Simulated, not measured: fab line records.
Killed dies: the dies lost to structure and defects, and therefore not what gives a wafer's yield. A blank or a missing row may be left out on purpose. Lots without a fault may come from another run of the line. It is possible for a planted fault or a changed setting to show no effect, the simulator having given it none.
Chamber matching / flow n5 finfet / rie diel-03 running N5_MOL_CONTACT_COAG_ETCH_105: 4 sister chambers
The step etches SiARC in CF4, target depth 15.6 nm, time 26 s. 4 wafers are shown with their chamber, then 7 later ones without.

## WAFERS WITH THEIR CHAMBER
wafer=L086.3; chamber=0; showerhead plenum p Torr (Torr)=2.20
wafer=L088.5; chamber=2; showerhead plenum p Torr (Torr)=2.12
wafer=L089.1; chamber=1; showerhead plenum p Torr (Torr)=2.16
wafer=L089.4; chamber=3; showerhead plenum p Torr (Torr)=2.15

## WAFERS WITHOUT THEIR CHAMBER
wafer=L089.6; showerhead plenum p Torr (Torr)=2.16
wafer=L091.1; showerhead plenum p Torr (Torr)=2.14
wafer=L091.2; showerhead plenum p Torr (Torr)=2.16
wafer=L091.4; showerhead plenum p Torr (Torr)=2.14
wafer=L093.2; showerhead plenum p Torr (Torr)=2.14
wafer=L093.4; showerhead plenum p Torr (Torr)=2.11
wafer=L093.6; showerhead plenum p Torr (Torr)=2.16

## THE CHAMBER EACH PASSED THROUGH
wafer=L089.6; from the rows above=can't be placed: 1 or 3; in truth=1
wafer=L091.1; from the rows above=can't be placed: 3 or 1 or 2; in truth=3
wafer=L091.2; from the rows above=can't be placed: 1 or 3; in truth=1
wafer=L091.4; from the rows above=can't be placed: 3 or 1 or 2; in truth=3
wafer=L093.2; from the rows above=can't be placed: 3 or 1 or 2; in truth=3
wafer=L093.4; from the rows above=2; in truth=2
wafer=L093.6; from the rows above=can't be placed: 1 or 3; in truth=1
Correct placement for 1 of the 7. Unplaceable from these rows: 6, with the true chamber sitting among the candidates in 6. Placed wrongly: 0.
How it was worked out, from the rows above alone: a wafer's distance from a chamber is the root of the sum, over the readings, of the square of ((its reading less the chamber's mean) divided by the reading's scatter). The wafer belongs to the nearest chamber; if the next one is less than 2 further off, it can't be placed. The mean given for a chamber averages the wafers shown for that chamber. The scatter: root of mean squared gap, hidden wafer to nearest shown wafer, with one shown wafer a chamber.
